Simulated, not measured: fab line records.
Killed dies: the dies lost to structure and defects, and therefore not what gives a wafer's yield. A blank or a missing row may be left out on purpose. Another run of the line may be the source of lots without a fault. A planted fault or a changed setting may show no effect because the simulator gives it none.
Chamber matching | flow n5-finfet | 3 sister chambers for N5_ZERO_LAYER_PECVD_02 on pecvd-01
The step deposits SiO2 from SiH4/N2O, target thk 10 nm, time 6 s. 6 wafers are shown with their chamber, then 7 later ones without.

WAFERS WITH THEIR CHAMBER
wafer  | chamber | showerhead-plenum-p-Torr (Torr) | heater-power-w (W)
L943.4 | 2       | 8.28                            | 701
L945.1 | 1       | 8.37                            | 912
L945.3 | 0       | 8.25                            | 867
L945.5 | 1       | 8.37                            | 888
L947.2 | 0       | 8.25                            | 787
L947.3 | 2       | 8.31                            | 731

WAFERS WHOSE CHAMBER IS MISSING
wafer  | showerhead-plenum-p-Torr (Torr) | heater-power-w (W)
L947.5 | 8.23                            | 772
L950.2 | 8.37                            | 792
L950.3 | 8.26                            | 795
L950.4 | 8.36                            | 821
L951.2 | 8.29                            | 768
L951.3 | 8.38                            | 935
L951.4 | 8.38                            | 925

CHAMBER TAKEN BY EACH
wafer  | from the rows above | in truth
L947.5 | 0                   | 0
L950.2 | 1                   | 1
L950.3 | 0                   | 0
L950.4 | 1                   | 1
L951.2 | 2                   | 2
L951.3 | 1                   | 1
L951.4 | 1                   | 1
Placed correctly: 7 of 7. From these rows, 0 cannot be placed. Number placed wrongly: 0.
How it was worked out, from the rows above alone: a wafer's distance from a chamber is the root of the sum, over the readings, of the square of ((its reading less the chamber's mean) divided by the reading's scatter). The wafer belongs to the nearest chamber; if the next one is less than 2 further off, it can't be placed. The mean given for a chamber averages the wafers shown for that chamber. The scatter: the root of (the sum of the squares of (reading less its chamber's mean) over the shown wafers, divided by (wafers less chambers)).
